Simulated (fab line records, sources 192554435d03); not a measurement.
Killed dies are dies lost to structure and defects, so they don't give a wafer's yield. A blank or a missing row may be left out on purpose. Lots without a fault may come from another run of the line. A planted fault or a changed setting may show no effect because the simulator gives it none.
Problem report in the 8D (eight disciplines) form, filled by code | flow n5_finfet | the parts of the form that need people (team, actions taken, sign-off) are left out

1. THE PROBLEM
oes_product_au at N5_FIN_SAQP_ETCH_65 reads a mean of 0.793 a.u. on 3 wafers of 2 lots; wafers without a fault read 0.999 a.u. with a standard deviation of 0.012. That is -17 standard deviations from the usual mean.
The step: etches SiO2 in CF4, target depth 4 nm, time 4.4 s.
First seen on wafer L768.5, day 5 23:47, on rie_si-06. The record holds 33 wafers of 12 lots with a number at this step. Rule for "out", or "out of limits": more than 4 standard deviations from the usual mean. The other wafers with a number count as sound.

2. WHAT IT IS AND WHAT IT IS NOT
question                    | is                     | is not
which readings at this step | oes_product_au         | drypump_motor_current_A, throttle_valve_pct
which lots                  | L768, L769             | L752, L753, L754, L755, L757, L758, L760, L761, L762, L763
which wafers of those lots  | L768.5, L769.4, L769.5 | L768.3, L769.1
read on which tools         | rie_si-06              | rie_si-01
when                        | from day 5 23:47       | up to then (29 sound wafers); but 1 sound wafer of L769 came after

3. SUSPECTS, AND WHAT RULES EACH OUT
Counting: a tool at a process step up to the reading stays a suspect if it ran every lot that is out. Sound lots after the first of them don't rule it out here, since some wafers of a struck lot are sound.
- rie_diel-04 at N5_FIN_SAQP_ETCH_52 (etches SOC in N2/H2, target depth 100 nm, overetch 20 nm, time 150 s): kept. It ran every lot that is out, first L768 (day 5 21:41); its last sound lot up to then is L762 (day 4 10:31).
- rie_si-06 at N5_FIN_SAQP_ETCH_65 (etches SiO2 in CF4, target depth 4 nm, time 4.4 s): kept. It ran every lot that is out, first L768 (day 5 23:47); its last sound lot up to then is L762 (day 4 12:35). Its own readings are out on those wafers: oes_product_au.
Left after counting: rie_diel-04 at N5_FIN_SAQP_ETCH_52, rie_si-06 at N5_FIN_SAQP_ETCH_65.

4. THE CAUSE (what the simulator had put in)
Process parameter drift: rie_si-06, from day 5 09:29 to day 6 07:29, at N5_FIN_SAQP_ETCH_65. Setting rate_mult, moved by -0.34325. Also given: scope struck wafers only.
Counting left 2 suspects, and this tool is among them.

5. THE CHAIN OF EFFECTS, in route order
Each row: a reading whose mean over the struck wafers that have a number lies more than 3 standard deviations from the usual. Only readings for which the record gives a usual standard deviation are gone through. hours: the time from each lot's start at the first step in this table that gives one to its start at this step, as a median over the lots. sigmas: the change in usual standard deviations.
hours | step                | reading        | usual      | on struck wafers | change | sigmas
0     | N5_FIN_SAQP_ETCH_65 | oes_product_au | 0.999 a.u. | 0.793            | -0.206 | -17
The process steps in it:
- N5_FIN_SAQP_ETCH_65: etches SiO2 in CF4, target depth 4 nm, time 4.4 s.

6. WHAT WOULD HAVE CAUGHT IT SOONER
In this record the first reading out of limits was taken at day 5 23:47, 14 hours after the fault began at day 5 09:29.
